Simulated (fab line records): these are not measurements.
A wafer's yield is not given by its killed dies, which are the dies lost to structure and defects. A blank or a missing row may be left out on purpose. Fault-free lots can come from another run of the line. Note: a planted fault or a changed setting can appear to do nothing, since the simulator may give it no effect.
Which tool was responsible? :: flow n5_finfet :: 24 wafers from 8 lots sampled at 4 of the route's 1938 steps

== WHAT THE GAUGES SHOWED, per wafer ==
N5_STI_FIN_REVEAL_FIN_H_MEAS_10.
lot: L643
measured: day 4 19:00
on: ocd-02
trench_depth_nm (nm): 57.6 57.6 58.3

lot: L645
measured: day 5 08:20
on: ocd-02
trench_depth_nm (nm): 57.5 58.7 57.9

lot: L646
measured: day 5 13:13
on: ocd-01
trench_depth_nm (nm): 51.7 52.2 52.5

lot: L649
measured: day 6 07:52
on: ocd-02
trench_depth_nm (nm): 51.8 52.1 51.3

lot: L650
measured: day 6 15:33
on: ocd-01
trench_depth_nm (nm): 52.0 52.3 51.7

lot: L655
measured: day 7 21:52
on: ocd-01
trench_depth_nm (nm): 51.3 50.8 52.1

lot: L656
measured: day 8 03:35
on: ocd-02
trench_depth_nm (nm): 51.6 51.6 51.0

lot: L657
measured: day 8 06:24
on: ocd-02
trench_depth_nm (nm): 51.6 51.4 52.0

== WHICH TOOL RAN EACH LOT (tool, then ch and the chambers of the sampled wafers, then the start) ==
lot: L643
N5_STI_FIN_REVEAL_ETCHBACK_08: rie_diel-05 ch 0,2, day 4 16:01
N5_STI_FIN_REVEAL_STRIP_24: rie_diel-05 ch 0,2, day 4 16:03
N5_STI_FIN_REVEAL_ETCH_34: rie_si-03 ch 0,2, day 4 18:23

lot: L645
N5_STI_FIN_REVEAL_ETCHBACK_08: rie_diel-05 ch 0,2,3, day 5 05:11
N5_STI_FIN_REVEAL_STRIP_24: rie_diel-05 ch 0,2,3, day 5 05:13
N5_STI_FIN_REVEAL_ETCH_34: rie_si-04 ch 0,1, day 5 07:38

lot: L646
N5_STI_FIN_REVEAL_ETCHBACK_08: rie_diel-01 ch 0,1,3, day 5 10:16
N5_STI_FIN_REVEAL_STRIP_24: rie_diel-01 ch 0,1,3, day 5 10:18
N5_STI_FIN_REVEAL_ETCH_34: rie_si-06 ch 2,3, day 5 12:36

lot: L649
N5_STI_FIN_REVEAL_ETCHBACK_08: rie_diel-01 ch 2,3, day 6 04:55
N5_STI_FIN_REVEAL_STRIP_24: rie_diel-01 ch 2,3, day 6 04:57
N5_STI_FIN_REVEAL_ETCH_34: rie_si-03 ch 2,3, day 6 07:16

lot: L650
N5_STI_FIN_REVEAL_ETCHBACK_08: rie_diel-02 ch 0,1,2, day 6 12:35
N5_STI_FIN_REVEAL_STRIP_24: rie_diel-02 ch 0,1,2, day 6 12:38
N5_STI_FIN_REVEAL_ETCH_34: rie_si-03 ch 0,2,3, day 6 14:56

lot: L655
N5_STI_FIN_REVEAL_ETCHBACK_08: rie_diel-05 ch 2,3, day 7 18:55
N5_STI_FIN_REVEAL_STRIP_24: rie_diel-05 ch 2,3, day 7 18:57
N5_STI_FIN_REVEAL_ETCH_34: rie_si-03 ch 0,1,3, day 7 21:15

lot: L656
N5_STI_FIN_REVEAL_ETCHBACK_08: rie_diel-02 ch 1,2, day 8 00:38
N5_STI_FIN_REVEAL_STRIP_24: rie_diel-02 ch 1,2, day 8 00:40
N5_STI_FIN_REVEAL_ETCH_34: rie_si-04 ch 2,3, day 8 02:58

lot: L657
N5_STI_FIN_REVEAL_ETCHBACK_08: rie_diel-05 ch 0,1,2, day 8 03:19
N5_STI_FIN_REVEAL_STRIP_24: rie_diel-05 ch 0,1,2, day 8 03:22
N5_STI_FIN_REVEAL_ETCH_34: rie_si-03 ch 2,3, day 8 05:44
- N5_STI_FIN_REVEAL_ETCHBACK_08: etches SiO2 in C4F6/O2, target depth 30.5 nm, time 10.167 s.
- N5_STI_FIN_REVEAL_STRIP_24: strips in N2/H2, time 90 s.
- N5_STI_FIN_REVEAL_ETCH_34: etches Si in H2, material Si, target depth 0.97 nm.

== THE ANSWER, worked out from the rows above alone ==
Rule: usual is defined by the lots themselves. Put in order of their means at a reading, lots are off if they are a third of the lots or fewer, leave a main group of 4 or more, and stand apart from it by a gap of 3 or more times the standard deviation of the main group's means; of several such gaps the widest counts. A main group whose means are all the same, to the digits that the tables above print for the reading, isn't used. Also off: a lot with no number at a reading for which 4 or more lots have one. Any other lot the step has rows for is counted as sound.
Off: L643, L645, at N5_STI_FIN_REVEAL_FIN_H_MEAS_10 (trench_depth_nm). The main group has a mean of 51.7 nm with a standard deviation of 0.28.
If a tool, at a process step before that reading, ran all the lots that are off and no sound lot after the first of them, it fits. Gauges at N5_STI_FIN_REVEAL_FIN_H_MEAS_10: tried the same way as those tools. No candidate that was tried fits.

== WHAT THE SIMULATOR HAD PUT IN ==
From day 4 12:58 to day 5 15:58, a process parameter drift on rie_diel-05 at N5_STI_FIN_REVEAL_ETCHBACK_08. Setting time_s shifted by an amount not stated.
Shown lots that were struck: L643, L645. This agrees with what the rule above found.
